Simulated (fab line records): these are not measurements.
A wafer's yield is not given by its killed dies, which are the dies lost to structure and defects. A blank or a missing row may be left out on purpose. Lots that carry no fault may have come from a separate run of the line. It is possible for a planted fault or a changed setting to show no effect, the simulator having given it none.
fab line records	flow n5-finfet
record lots=24	wafers=72	last-day=18
route steps=1938 shown BEOL_M1@794 BEOL_M2@841
lots that met no fault: from a run of the same line without faults
start-h: hours from the record's first day to the start of the lot's first wafer shown	wait-h: hours since the lot's step before	" repeats the value in the row above	L1.1+2: a single row standing in for several wafers	- no value present, or no start provided	* or withheld: withheld	< > ~ a bound
route shown NAME@n: a module of which the file shows steps, and the number in the route of the first	usual: mean/standard deviation taken from wafers without a fault	same: alike in all rows	chamber/n: place in a boat	sites: per-site readings	_std_site: standard deviation of those values	_edge_site: inner sites' mean taken away from outer sites' mean	radius-mm: how far each site lies from the wafer's centre	mask NAME#n: copy n	behind: the last tool/chamber to shape the wafer	hold: what put the lot on hold/how long, in hours/how the hold closed	device: the n, p or np transistor that did not switch	end of line: tests of these same wafers at the route's end	a step given without rows: its recipe and nothing more	killed: at the first sort, the dies lost to defects and structure; wafer yield is something else	map: per-die view of a wafer (x killed, . not killed, _ where there is no die)
set.NAME: the setting as run; set.NAME@STEP: as run at that earlier step	model.NAME: the simulator's own value behind a step, which no gauge read
the route's steps for a sample of lots (tables are steps, rows are wafers)
services: the hour from which a tool's chamber was out of use, counted from the record's first day as start-h (under 0 if before that day), plus the number of hours and why
## steps
# step N5_BEOL_M1_ETCH_70
# recipe chemistry=N2/H2	target=SOC	target-depth-a=800	overetch-a=160	mask-material=SiARC	temp-c=40	time-s=120	ion-energy-ev=200	pressure-mtorr=30	source-w=840	bias-w=150	n2-flow-sccm=200	h2-flow-sccm=200
# usual drypump-motor-current-A=6.0/0.34	oes-product-au=0.60/0.049	rf-vpp-V=523.4/2.9	showerhead-plenum-p-Torr=2.52/0.1	throttle-valve-pct=17.88/0.25
lot.wafer	tool	chamber	start-h	wait-h	drypump-motor-current-A	oes-product-au	rf-hours-counter-h	rf-vpp-V	showerhead-plenum-p-Torr	throttle-valve-pct
L074.3	rie-diel-01	1	131.74	0.0	6.4	0.71	16	522.0	2.49	17.82
L074.4	"	3	"	"	6.0	0.57	161	523.9	2.53	17.78
L074.6	"	3	"	"	6.0	0.57	-	523.6	2.53	17.79
L075.1	rie-diel-03	2	141.25	0.0	5.9	0.55	206	522.2	2.53	18.15
L075.2	"	3	"	"	5.6	0.66	37	528.0	2.70	17.29
L075.4	"	0	"	"	5.9	0.65	56	525.6	2.58	18.05
L076.2	rie-diel-02	2	143.96	0.0	6.7	0.55	205	521.2	2.41	17.94
L076.3	"	1	"	"	5.9	0.62	87	522.0	2.47	17.79
L076.5	"	3	"	"	5.3	0.64	-	519.8	2.48	17.86
L077.1	rie-diel-01	2	147.26	0.0	5.5	0.54	246	526.2	2.60	18.44
L077.3	"	1	"	"	6.3	0.70	21	523.2	2.49	17.83
L077.5	"	0	"	"	5.9	0.60	-	524.7	2.56	17.85
L078.1	rie-diel-02	3	159.44	0.0	5.3	0.64	68	522.4	2.47	17.87
L078.3	"	1	"	"	5.9	0.61	93	521.0	2.47	17.82
L078.6	"	3	"	"	5.3	0.63	-	521.5	2.47	17.87
L079.3	rie-diel-03	2	163.06	0.0	5.9	0.54	212	523.3	2.53	18.18
L079.4	"	3	"	"	5.6	0.65	45	526.2	2.70	17.33
L079.5	"	3	"	"	5.6	0.64	-	529.6	2.70	17.32
L080.1	rie-diel-03	0	168.56	0.0	5.8	0.63	64	525.7	2.58	18.03
L080.3	"	3	"	"	5.6	0.65	46	528.4	2.70	17.30
L080.5	"	1	"	"	6.2	0.60	-	518.8	2.35	17.77
L081.2	rie-diel-02	2	169.99	0.0	6.7	0.55	214	520.8	2.41	17.95
L081.4	"	0	"	"	6.5	0.53	229	525.5	2.62	17.90
L081.6	"	2	"	"	6.8	0.55	-	520.8	2.41	17.95
L082.3	rie-diel-03	0	172.67	0.0	5.9	0.63	66	525.6	2.57	18.04
L082.5	"	2	"	"	5.9	0.54	-	523.4	2.53	18.19
L082.6	"	1	"	"	6.2	0.59	-	518.8	2.35	17.78
L083.2	rie-diel-03	2	183.83	0.0	5.9	0.54	218	521.1	2.52	18.18
L083.4	"	3	"	"	5.6	0.64	51	528.4	2.70	17.34
L083.6	"	3	"	"	5.6	0.64	-	528.1	2.70	17.31
L084.1	rie-diel-01	3	189.21	0.0	6.0	0.57	181	524.8	2.52	17.82
L084.4	"	1	"	"	6.3	0.68	-	522.3	2.48	17.86
L084.6	"	0	"	"	5.9	0.59	-	525.3	2.55	17.90
L085.2	rie-diel-01	1	191.94	0.0	6.3	0.67	36	521.6	2.48	17.87
L085.3	"	3	"	"	6.0	0.56	182	524.6	2.52	17.81
L085.6	"	0	"	"	5.9	0.59	-	524.4	2.55	17.89
L086.2	rie-diel-03	3	211.34	0.0	5.6	0.63	59	527.7	2.69	17.33
L086.5	"	0	"	"	5.8	0.62	-	523.4	2.57	18.07
L086.6	"	1	"	"	6.2	0.59	-	520.7	2.35	17.80
L087.1	rie-diel-03	2	214.58	0.0	5.9	0.53	227	524.1	2.52	18.19
L087.2	"	3	"	"	5.6	0.64	59	528.5	2.69	17.34
L087.6	"	2	"	"	5.9	0.53	-	522.1	2.52	18.19
L088.4	rie-diel-03	3	217.51	0.0	5.6	0.62	60	526.8	2.69	17.35
L088.5	"	3	"	"	5.6	0.63	-	526.7	2.69	17.33
L088.6	"	2	"	"	6.0	0.54	-	523.4	2.52	18.19
L090.2	rie-diel-03	1	227.12	0.0	6.2	0.59	143	517.6	2.34	17.82
L090.3	"	3	"	"	5.6	0.62	63	529.3	2.69	17.35
L090.4	"	0	"	"	5.8	0.63	82	524.6	2.57	18.09
L089.3	rie-diel-02	0	227.16	0.0	6.4	0.52	245	526.0	2.61	17.95
L089.4	"	2	"	"	6.7	0.53	232	519.6	2.40	17.98
L089.5	"	1	"	"	5.9	0.60	-	521.2	2.46	17.84
L091.1	rie-diel-03	2	232.00	0.0	5.9	0.53	232	523.3	2.52	18.21
L091.2	"	1	"	"	6.2	0.59	144	519.1	2.34	17.83
L091.4	"	0	"	"	5.9	0.62	83	524.1	2.57	18.08
L092.3	rie-diel-03	3	234.21	0.0	5.6	0.62	64	528.0	2.69	17.36
L092.5	"	3	"	"	5.6	0.62	-	526.4	2.69	17.34
L092.6	"	2	"	"	5.9	0.53	-	523.1	2.52	18.19
L093.1	rie-diel-01	0	237.62	0.0	5.9	0.58	152	522.5	2.55	17.93
L093.3	"	1	"	"	6.3	0.65	53	523.1	2.47	17.89
L093.4	"	1	"	"	6.3	0.65	-	521.1	2.47	17.89
L094.1	rie-diel-03	3	245.63	0.0	5.6	0.63	67	527.5	2.69	17.34
L094.3	"	2	"	"	5.9	0.53	236	522.8	2.52	18.21
L094.4	"	1	"	"	6.2	0.58	148	518.6	2.34	17.82
L095.2	rie-diel-01	1	251.59	0.0	6.3	0.65	57	521.4	2.47	17.90
L095.3	"	2	"	"	5.5	0.71	11	524.8	2.59	17.99
L095.4	"	3	"	"	6.0	0.56	198	523.2	2.52	17.84
L096.2	rie-diel-02	0	257.80	0.0	6.6	0.52	253	526.3	2.61	17.97
L096.3	"	1	"	"	5.9	0.59	122	522.6	2.46	17.86
L096.4	"	3	"	"	5.3	0.61	96	522.1	2.46	17.91
L097.2	rie-diel-03	2	269.85	0.0	5.9	0.52	242	524.1	2.51	18.21
L097.4	"	0	"	"	5.9	0.61	94	524.5	2.56	18.10
L097.5	"	1	"	"	6.2	0.58	-	518.7	2.34	17.84
# step N5_BEOL_M1_ETCH_41
# recipe chemistry=CH3F/O2	target=SiCN	target-depth-a=319	taper-deg=2	time-s=57.8	ion-energy-ev=120	mask-material=TiN	pressure-mtorr=30	source-w=395	bias-w=75	Ar_flow_sccm=150	CH3F_flow_sccm=30	O2_flow_sccm=20
# usual O2_flow_sccm=20.00/0.06	drypump-motor-current-A=5.9/0.34	oes-product-au=0.78/0.066	rf-vpp-V=296.9/1.8	showerhead-plenum-p-Torr=1.98/0.081	throttle-valve-pct=16.37/0.24
lot.wafer	tool	chamber	start-h	wait-h	O2_flow_sccm	drypump-motor-current-A	oes-product-au	rf-hours-counter-h	rf-vpp-V	showerhead-plenum-p-Torr	throttle-valve-pct
L074.3	rie-diel-01	1	-	-	20.02	6.3	0.92	16	296.3	1.96	16.33
L074.4	"	3	"	"	19.99	6.0	0.75	162	297.1	2.00	16.36
L074.6	"	3	"	"	20.00	6.0	0.74	-	296.4	2.00	16.37
L075.1	rie-diel-03	2	-	-	20.02	5.9	0.71	206	298.1	1.99	16.68
L075.2	"	3	"	"	19.98	5.6	0.86	37	297.8	2.12	15.79
L075.4	"	0	"	"	20.05	5.8	0.83	56	298.1	2.02	16.40
L076.2	rie-diel-02	2	-	-	20.04	6.7	0.72	205	294.3	1.90	16.49
L076.3	"	1	"	"	20.01	5.9	0.83	87	296.3	1.95	16.26
L076.5	"	3	"	"	19.98	5.3	0.85	-	296.0	1.94	16.36
L077.1	rie-diel-01	2	-	-	20.00	5.5	0.69	246	299.4	2.05	16.81
L077.3	"	1	"	"	19.90	6.3	0.92	21	296.2	1.96	16.38
L077.5	"	0	"	"	20.02	5.9	0.78	-	296.4	2.01	16.36
L078.1	rie-diel-02	3	-	-	19.99	5.3	0.83	68	296.6	1.94	16.38
L078.3	"	1	"	"	19.99	5.9	0.82	93	296.1	1.94	16.28
L078.6	"	3	"	"	19.94	5.3	0.84	-	296.2	1.94	16.38
L079.3	rie-diel-03	2	-	-	19.96	5.9	0.70	212	295.6	1.99	16.68
L079.4	"	3	"	"	19.93	5.6	0.85	45	300.0	2.12	15.83
L079.5	"	3	"	"	20.03	5.6	0.85	-	300.9	2.12	15.80
L080.1	rie-diel-03	0	-	-	20.01	5.8	0.83	64	297.4	2.02	16.42
L080.3	"	3	"	"	19.91	5.6	0.85	46	299.3	2.12	15.83
L080.5	"	1	"	"	19.96	6.2	0.77	-	294.8	1.84	16.25
L081.2	rie-diel-02	2	-	-	20.02	6.7	0.71	214	294.5	1.90	16.51
L081.4	"	0	"	"	20.07	6.5	0.68	229	297.0	2.06	16.43
L081.6	"	2	"	"	20.06	6.7	0.71	-	295.8	1.90	16.50
L082.3	rie-diel-03	0	-	-	20.10	5.8	0.83	66	297.0	2.02	16.40
L082.5	"	2	"	"	20.06	5.9	0.70	-	295.5	1.99	16.68
L082.6	"	1	"	"	19.98	6.1	0.78	-	295.3	1.84	16.25
L083.2	rie-diel-03	2	-	-	19.99	5.9	0.71	219	296.7	1.99	16.70
L083.4	"	3	"	"	19.96	5.5	0.83	51	299.8	2.12	15.81
L083.6	"	3	"	"	19.93	5.5	0.84	-	300.9	2.12	15.83
L084.1	rie-diel-01	3	-	-	20.04	6.0	0.73	181	297.6	1.99	16.41
L084.4	"	1	"	"	19.95	6.3	0.89	-	295.6	1.95	16.40
L084.6	"	0	"	"	20.04	5.9	0.77	-	298.3	2.01	16.38
L085.2	rie-diel-01	1	-	-	19.98	6.3	0.89	36	296.9	1.95	16.40
L085.3	"	3	"	"	19.92	6.0	0.74	182	296.0	1.99	16.41
L085.6	"	0	"	"	20.01	5.9	0.77	-	297.4	2.01	16.37
L086.2	rie-diel-03	3	-	-	20.07	5.6	0.83	59	298.5	2.12	15.85
L086.5	"	0	"	"	20.08	5.9	0.81	-	298.7	2.02	16.44
L086.6	"	1	"	"	20.07	6.2	0.76	-	294.2	1.84	16.26
L087.1	rie-diel-03	2	-	-	20.02	5.9	0.69	227	297.4	1.98	16.70
L087.2	"	3	"	"	20.02	5.6	0.82	59	300.0	2.12	15.86
L087.6	"	2	"	"	19.98	5.9	0.69	-	296.9	1.98	16.71
L088.4	rie-diel-03	3	-	-	20.07	5.6	0.82	61	299.3	2.11	15.85
L088.5	"	3	"	"	19.98	5.6	0.82	-	299.4	2.12	15.86
L088.6	"	2	"	"	20.02	5.9	0.69	-	295.7	1.98	16.72
L090.2	rie-diel-03	1	-	-	19.90	6.1	0.76	143	293.6	1.84	16.28
L090.3	"	3	"	"	20.02	5.6	0.82	63	300.0	2.11	15.85
L090.4	"	0	"	"	19.96	5.8	0.81	82	297.3	2.02	16.46
L089.3	rie-diel-02	0	-	-	20.04	6.4	0.67	245	296.5	2.05	16.45
L089.4	"	2	"	"	19.99	6.7	0.69	232	294.4	1.89	16.55
L089.5	"	1	"	"	20.04	5.9	0.79	-	296.8	1.94	16.31
L091.1	rie-diel-03	2	-	-	20.04	5.9	0.69	233	296.0	1.98	16.74
L091.2	"	1	"	"	20.01	6.2	0.75	144	294.0	1.84	16.27
L091.4	"	0	"	"	19.97	5.8	0.80	83	298.2	2.02	16.45
L092.3	rie-diel-03	3	-	-	20.08	5.5	0.82	65	299.3	2.11	15.85
L092.5	"	3	"	"	19.95	5.5	0.81	-	299.7	2.11	15.85
L092.6	"	2	"	"	20.13	5.9	0.69	-	297.3	1.98	16.72
L093.1	rie-diel-01	0	-	-	20.05	5.9	0.75	152	296.9	2.00	16.42
L093.3	"	1	"	"	19.98	6.3	0.86	53	296.5	1.94	16.43
L093.4	"	1	"	"	20.01	6.3	0.86	-	297.6	1.94	16.44
L094.1	rie-diel-03	3	-	-	19.99	5.6	0.82	67	300.0	2.11	15.87
L094.3	"	2	"	"	19.99	5.9	0.68	236	296.9	1.98	16.74
L094.4	"	1	"	"	19.93	6.2	0.76	148	293.2	1.83	16.28
L095.2	rie-diel-01	1	-	-	19.96	6.3	0.87	57	295.7	1.94	16.44
L095.3	"	2	"	"	19.97	5.5	0.93	11	298.6	2.04	16.35
L095.4	"	3	"	"	19.99	6.0	0.72	199	296.5	1.99	16.43
L096.2	rie-diel-02	0	-	-	19.97	6.5	0.67	253	297.9	2.05	16.48
L096.3	"	1	"	"	20.08	5.9	0.78	122	295.7	1.93	16.32
L096.4	"	2	"	"	20.09	6.7	0.69	241	294.7	1.89	16.54
L097.2	rie-diel-03	2	-	-	19.99	5.9	0.68	242	297.6	1.98	16.74
L097.4	"	0	"	"	19.98	5.8	0.79	94	299.0	2.01	16.47
L097.5	"	1	"	"	20.00	6.2	0.75	-	292.2	1.83	16.30
# step N5_BEOL_M1_SPUTTER_79
# recipe material=Cu	target-thk-a=45	temp-c=-20	chamber-pressure-pa=0.07	power-w=withheld	time-s=8.29
# usual throttle-valve-pct=30.0/1.2
lot.wafer	tool	chamber	start-h	wait-h	throttle-valve-pct
L074.3	pvd-sputter-03	-	134.24	0.1	31.1
L074.4	"	-	"	"	29.2
L074.6	"	-	"	"	30.4
L075.1	pvd-sputter-01	-	143.18	0.1	29.1
L075.2	"	-	"	"	29.5
L075.4	"	-	"	"	30.3
L076.2	pvd-sputter-02	-	145.67	0.1	32.7
L076.3	"	-	"	"	28.8
L076.5	"	-	"	"	32.5
L077.1	pvd-sputter-03	-	149.10	0.1	30.1
L077.3	"	-	"	"	29.0
L077.5	"	-	"	"	30.2
L078.1	pvd-sputter-03	-	161.43	0.1	30.1
L078.3	"	-	"	"	30.2
L078.6	"	-	"	"	31.2
L079.3	pvd-sputter-02	-	164.74	0.1	28.3
L079.4	"	-	"	"	28.1
L079.5	"	-	"	"	32.7
L080.1	pvd-sputter-03	-	171.03	0.1	30.3
L080.3	"	-	"	"	29.2
L080.5	"	-	"	"	30.2
L081.2	pvd-sputter-02	-	171.75	0.1	28.0
L081.4	"	-	"	"	28.8
L081.6	"	-	"	"	28.2
L082.3	pvd-sputter-02	-	174.41	0.1	31.3
L082.5	"	-	"	"	28.8
L082.6	"	-	"	"	32.7
L083.2	pvd-sputter-02	-	186.10	0.1	28.1
L083.4	"	-	"	"	32.8
L083.6	"	-	"	"	32.6
L084.1	pvd-sputter-03	-	192.64	0.1	29.0
L084.4	"	-	"	"	30.1
L084.6	"	-	"	"	31.1
L085.2	pvd-sputter-01	-	194.10	0.1	29.4
L085.3	"	-	"	"	29.1
L085.6	"	-	"	"	28.9
L086.2	pvd-sputter-01	-	212.81	0.1	29.4
L086.5	"	-	"	"	30.2
L086.6	"	-	"	"	29.3
L087.1	pvd-sputter-03	-	216.04	0.1	29.0
L087.2	"	-	"	"	30.6
L087.6	"	-	"	"	29.0
L088.4	pvd-sputter-01	-	219.52	0.1	29.0
L088.5	"	-	"	"	29.1
L088.6	"	-	"	"	29.9
L090.2	pvd-sputter-03	-	228.65	0.1	29.3
L090.3	"	-	"	"	30.2
L090.4	"	-	"	"	31.3
L089.3	pvd-sputter-02	-	228.82	0.1	28.3
L089.4	"	-	"	"	28.3
L089.5	"	-	"	"	32.7
L091.1	pvd-sputter-02	-	234.94	0.1	28.7
L091.2	"	-	"	"	28.0
L091.4	"	-	"	"	32.6
L092.3	pvd-sputter-03	-	236.79	0.1	30.1
L092.5	"	-	"	"	30.3
L092.6	"	-	"	"	31.2
L093.1	pvd-sputter-03	-	239.63	0.1	29.1
L093.3	"	-	"	"	30.2
L093.4	"	-	"	"	31.1
L094.1	pvd-sputter-01	-	247.12	0.1	30.3
L094.3	"	-	"	"	29.0
L094.4	"	-	"	"	30.1
L095.2	pvd-sputter-03	-	253.41	0.1	28.9
L095.3	"	-	"	"	31.2
L095.4	"	-	"	"	29.9
L096.2	pvd-sputter-01	-	260.70	0.1	29.3
L096.3	"	-	"	"	30.2
L096.4	"	-	"	"	29.0
L097.2	pvd-sputter-01	-	273.32	0.1	29.4
L097.4	"	-	"	"	29.8
L097.5	"	-	"	"	29.4
# step N5_BEOL_M1_SPUTTER_90
# recipe material=Cu	target-thk-a=45	temp-c=-20	chamber-pressure-pa=0.07	power-w=withheld	time-s=8.29
# usual throttle-valve-pct=30.1/1.2
lot.wafer	tool	chamber	start-h	wait-h	throttle-valve-pct
L074.3	pvd-sputter-03	-	135.12	0.1	31.4
L074.4	"	-	"	"	29.0
L074.6	"	-	"	"	30.4
L075.1	pvd-sputter-01	-	144.06	0.1	29.0
L075.2	"	-	"	"	29.2
L075.4	"	-	"	"	30.0
L076.2	pvd-sputter-02	-	146.55	0.1	32.8
L076.3	"	-	"	"	28.8
L076.5	"	-	"	"	32.7
L077.1	pvd-sputter-03	-	159.76	0.1	30.4
L077.3	"	-	"	"	29.1
L077.5	"	-	"	"	30.3
L078.1	pvd-sputter-03	-	162.31	0.1	30.1
L078.3	"	-	"	"	30.3
L078.6	"	-	"	"	31.0
L079.3	pvd-sputter-02	-	165.62	0.1	28.2
L079.4	"	-	"	"	28.2
L079.5	"	-	"	"	32.7
L080.1	pvd-sputter-03	-	171.91	0.1	30.7
L080.3	"	-	"	"	29.2
L080.5	"	-	"	"	30.2
L081.2	pvd-sputter-02	-	172.63	0.1	28.2
L081.4	"	-	"	"	28.9
L081.6	"	-	"	"	28.2
L082.3	pvd-sputter-02	-	175.29	0.1	31.0
L082.5	"	-	"	"	28.6
L082.6	"	-	"	"	32.8
L083.2	pvd-sputter-02	-	186.98	0.1	28.0
L083.4	"	-	"	"	32.6
L083.6	"	-	"	"	32.5
L084.1	pvd-sputter-03	-	193.52	0.1	28.8
L084.4	"	-	"	"	29.9
L084.6	"	-	"	"	31.2
L085.2	pvd-sputter-01	-	194.98	0.1	29.4
L085.3	"	-	"	"	28.9
L085.6	"	-	"	"	28.8
L086.2	pvd-sputter-01	-	213.69	0.1	28.9
L086.5	"	-	"	"	30.4
L086.6	"	-	"	"	29.1
L087.1	pvd-sputter-03	-	216.92	0.1	29.1
L087.2	"	-	"	"	30.5
L087.6	"	-	"	"	29.1
L088.4	pvd-sputter-01	-	220.40	0.1	29.1
L088.5	"	-	"	"	29.3
L088.6	"	-	"	"	29.9
L090.2	pvd-sputter-03	-	229.53	0.1	29.0
L090.3	"	-	"	"	30.2
L090.4	"	-	"	"	31.1
L089.3	pvd-sputter-02	-	229.70	0.1	28.2
L089.4	"	-	"	"	28.9
L089.5	"	-	"	"	32.7
L091.1	pvd-sputter-02	-	235.82	0.1	29.0
L091.2	"	-	"	"	28.4
L091.4	"	-	"	"	32.8
L092.3	pvd-sputter-03	-	237.67	0.1	30.3
L092.5	"	-	"	"	30.3
L092.6	"	-	"	"	31.1
L093.1	pvd-sputter-03	-	240.51	0.1	29.3
L093.3	"	-	"	"	30.3
L093.4	"	-	"	"	31.3
L094.1	pvd-sputter-01	-	248.00	0.1	30.4
L094.3	"	-	"	"	29.4
L094.4	"	-	"	"	29.9
L095.2	pvd-sputter-03	-	254.29	0.1	29.1
L095.3	"	-	"	"	31.2
L095.4	"	-	"	"	29.9
L096.2	pvd-sputter-01	-	261.58	0.1	29.4
L096.3	"	-	"	"	30.2
L096.4	"	-	"	"	29.1
L097.2	pvd-sputter-01	-	274.20	0.1	29.1
L097.4	"	-	"	"	30.3
L097.5	"	-	"	"	29.4
# step N5_BEOL_M1_SPUTTER_92
# recipe material=Cu	target-thk-a=45	temp-c=-20	chamber-pressure-pa=0.07	power-w=withheld	time-s=8.29
# usual throttle-valve-pct=30.1/1.2
lot.wafer	tool	chamber	start-h	wait-h	throttle-valve-pct
L074.3	pvd-sputter-03	-	135.34	0.1	31.3
L074.4	"	-	"	"	29.0
L074.6	"	-	"	"	30.0
L075.1	pvd-sputter-01	-	144.28	0.1	29.1
L075.2	"	-	"	"	29.4
L075.4	"	-	"	"	30.0
L076.2	pvd-sputter-02	-	146.77	0.1	32.6
L076.3	"	-	"	"	28.6
L076.5	"	-	"	"	32.9
L077.1	pvd-sputter-03	-	159.98	0.1	30.5
L077.3	"	-	"	"	29.2
L077.5	"	-	"	"	30.5
L078.1	pvd-sputter-03	-	162.53	0.1	30.4
L078.3	"	-	"	"	30.5
L078.6	"	-	"	"	31.3
L079.3	pvd-sputter-02	-	165.84	0.1	28.4
L079.4	"	-	"	"	28.1
L079.5	"	-	"	"	32.7
L080.1	pvd-sputter-03	-	172.13	0.1	30.1
L080.3	"	-	"	"	29.0
L080.5	"	-	"	"	29.8
L081.2	pvd-sputter-02	-	172.85	0.1	28.3
L081.4	"	-	"	"	28.8
L081.6	"	-	"	"	27.9
L082.3	pvd-sputter-02	-	175.51	0.1	31.0
L082.5	"	-	"	"	28.7
L082.6	"	-	"	"	32.9
L083.2	pvd-sputter-02	-	187.20	0.1	28.5
L083.4	"	-	"	"	32.6
L083.6	"	-	"	"	32.7
L084.1	pvd-sputter-03	-	193.74	0.1	29.0
L084.4	"	-	"	"	30.2
L084.6	"	-	"	"	31.0
L085.2	pvd-sputter-01	-	195.20	0.1	29.4
L085.3	"	-	"	"	29.3
L085.6	"	-	"	"	29.0
L086.2	pvd-sputter-01	-	213.91	0.1	29.2
L086.5	"	-	"	"	30.4
L086.6	"	-	"	"	29.1
L087.1	pvd-sputter-03	-	217.14	0.1	29.3
L087.2	"	-	"	"	30.3
L087.6	"	-	"	"	29.3
L088.4	pvd-sputter-01	-	220.62	0.1	29.2
L088.5	"	-	"	"	28.9
L088.6	"	-	"	"	30.0
L090.2	pvd-sputter-03	-	229.75	0.1	29.1
L090.3	"	-	"	"	30.3
L090.4	"	-	"	"	31.2
L089.3	pvd-sputter-02	-	229.92	0.1	28.2
L089.4	"	-	"	"	28.7
L089.5	"	-	"	"	32.7
L091.1	pvd-sputter-02	-	236.04	0.1	28.6
L091.2	"	-	"	"	28.4
L091.4	"	-	"	"	33.0
L092.3	pvd-sputter-03	-	237.89	0.1	30.1
L092.5	"	-	"	"	30.4
L092.6	"	-	"	"	31.2
L093.1	pvd-sputter-03	-	240.73	0.1	29.0
L093.3	"	-	"	"	30.1
L093.4	"	-	"	"	31.4
L094.1	pvd-sputter-01	-	248.22	0.1	30.5
L094.3	"	-	"	"	29.3
L094.4	"	-	"	"	30.2
L095.2	pvd-sputter-03	-	254.51	0.1	29.1
L095.3	"	-	"	"	31.0
L095.4	"	-	"	"	29.8
L096.2	pvd-sputter-01	-	261.80	0.1	29.7
L096.3	"	-	"	"	29.8
L096.4	"	-	"	"	29.0
L097.2	pvd-sputter-01	-	274.42	0.1	29.0
L097.4	"	-	"	"	30.0
L097.5	"	-	"	"	29.3
# step N5_BEOL_M2_ILD_DEP_00
# recipe material=SiOC	target-thk-a=790	temp-c=350	precursor=DEMS/O2	pressure-torr=5	rf-w=500	time-s=15.3
# usual heater-power-outer-w=261/36	heater-power-w=487/57	showerhead-plenum-p-Torr=5.693/0.014	throttle-valve-pct=12.1/0.78
lot.wafer	tool	chamber	start-h	wait-h	heater-power-outer-w	heater-power-w	showerhead-plenum-p-Torr	throttle-valve-pct
L074.3	pecvd-04	1	136.96	0.0	210	399	5.716	13.3
L074.4	"	0	"	"	237	438	5.717	12.2
L074.6	"	2	"	"	297	540	5.710	11.1
L075.1	pecvd-03	2	145.85	0.0	218	456	5.682	12.3
L075.2	"	1	"	"	272	508	5.680	12.6
L075.4	"	1	"	"	271	510	5.682	12.8
L076.2	pecvd-03	0	148.33	0.0	259	514	5.682	11.5
L076.3	"	1	"	"	214	429	5.679	12.6
L076.5	"	0	"	"	260	523	5.678	11.6
L077.1	pecvd-04	2	161.53	0.0	249	473	5.698	11.0
L077.3	"	1	"	"	205	389	5.724	13.6
L077.5	"	2	"	"	256	480	5.696	11.3
L078.1	pecvd-02	1	164.62	0.0	336	594	5.683	12.5
L078.3	"	0	"	"	244	456	5.687	12.0
L078.6	"	0	"	"	246	459	5.709	11.7
L079.3	pecvd-04	1	168.28	0.0	211	395	5.692	13.3
L079.4	"	0	"	"	241	436	5.709	12.0
L079.5	"	1	"	"	212	392	5.698	13.4
L080.1	pecvd-04	0	175.19	0.0	272	492	5.704	12.5
L080.3	"	1	"	"	251	453	5.697	13.5
L080.5	"	0	"	"	270	480	5.715	12.5
L081.2	pecvd-04	0	175.73	0.0	273	498	5.723	12.2
L081.4	"	2	"	"	273	514	5.695	11.1
L081.6	"	0	"	"	274	487	5.699	12.2
L082.3	pecvd-04	1	179.53	0.0	195	379	5.701	13.4
L082.5	"	0	"	"	243	441	5.709	12.3
L082.6	"	1	"	"	203	377	5.692	13.4
L083.2	pecvd-03	0	188.75	0.0	307	598	5.667	11.3
L083.4	"	2	"	"	229	483	5.679	12.1
L083.6	"	1	"	"	243	469	5.665	12.7
L084.1	pecvd-03	0	195.29	0.0	299	592	5.680	11.7
L084.4	"	1	"	"	283	515	5.684	12.5
L084.6	"	2	"	"	248	505	5.697	12.5
L085.2	pecvd-03	0	196.80	0.0	294	596	5.670	11.5
L085.3	"	2	"	"	254	499	5.686	12.6
L085.6	"	1	"	"	234	449	5.671	12.5
L086.2	pecvd-02	0	215.56	0.0	238	451	5.705	12.0
L086.5	"	1	"	"	350	599	5.693	12.6
L086.6	"	2	"	"	220	428	5.669	11.5
L087.1	pecvd-02	0	218.82	0.0	251	476	5.694	11.7
L087.2	"	1	"	"	355	611	5.677	12.1
L087.6	"	2	"	"	233	445	5.679	11.7
L088.4	pecvd-04	1	222.22	0.1	248	455	5.704	13.4
L088.5	"	1	"	"	247	441	5.707	13.5
L088.6	"	2	"	"	276	514	5.714	11.3
L090.2	pecvd-02	2	231.38	0.0	206	412	5.671	11.2
L090.3	"	1	"	"	320	552	5.694	12.6
L090.4	"	0	"	"	297	516	5.692	11.6
L089.3	pecvd-03	2	231.59	0.0	248	471	5.698	10.8
L089.4	"	1	"	"	271	519	5.675	12.6
L089.5	"	0	"	"	302	573	5.667	11.5
L091.1	pecvd-03	1	237.59	0.0	267	497	5.675	12.5
L091.2	"	0	"	"	246	501	5.684	11.6
L091.4	"	2	"	"	179	398	5.705	11.0
L092.3	pecvd-02	2	239.68	0.0	246	460	5.697	11.3
L092.5	"	1	"	"	333	583	5.693	12.2
L092.6	"	0	"	"	294	537	5.688	12.0
L093.1	pecvd-04	2	242.31	0.0	275	514	5.683	11.1
L093.3	"	0	"	"	263	473	5.706	12.1
L093.4	"	1	"	"	242	448	5.696	13.6
L094.1	pecvd-02	1	249.77	0.0	296	539	5.692	12.3
L094.3	"	2	"	"	233	433	5.675	11.3
L094.4	"	1	"	"	313	526	5.690	12.3
L095.2	pecvd-03	1	256.06	0.0	270	514	5.678	12.7
L095.3	"	2	"	"	224	448	5.693	10.8
L095.4	"	1	"	"	280	525	5.671	12.5
L096.2	pecvd-04	0	263.36	0.0	231	436	5.716	12.4
L096.3	"	2	"	"	281	512	5.678	11.1
L096.4	"	2	"	"	274	521	5.706	11.1
L097.2	pecvd-04	0	275.97	0.0	271	480	5.729	12.3
L097.4	"	1	"	"	258	441	5.714	13.7
L097.5	"	2	"	"	274	518	5.689	11.2
## services
tool	chamber	start-h	hours	kind
pecvd-03	2	149.29	10.5	repair
pecvd-04	-	163.38	1.0	repair
rie-diel-01	2	187.71	-	clean
rie-diel-01	2	187.71	-	consumable-replace:focus-ring
rie-diel-01	2	187.71	28.1	scheduled-down
rie-diel-01	2	187.71	28.1	vent-cycle
pecvd-04	1	195.44	5.5	scheduled-down
pecvd-03	-	200.23	0.3	repair
pecvd-03	2	202.38	-	clean
pecvd-03	2	202.38	-	consumable-replace:showerhead
pecvd-03	2	202.38	29.0	scheduled-down
pecvd-03	2	202.38	29.0	vent-cycle
pecvd-04	0	220.09	11.4	repair
pecvd-02	1	223.15	5.0	scheduled-down
rie-diel-01	3	229.61	8.4	repair
pecvd-02	2	240.30	5.0	scheduled-down
pecvd-02	-	241.56	0.4	repair
rie-diel-03	2	257.83	5.3	repair
rie-diel-02	0	263.58	-	clean
rie-diel-02	0	263.58	-	consumable-replace:focus-ring
rie-diel-02	0	263.58	23.1	scheduled-down
rie-diel-02	0	263.58	23.1	vent-cycle
pecvd-04	-	264.79	2.8	pm
pecvd-03	-	267.09	6.0	pm
## key
fault none
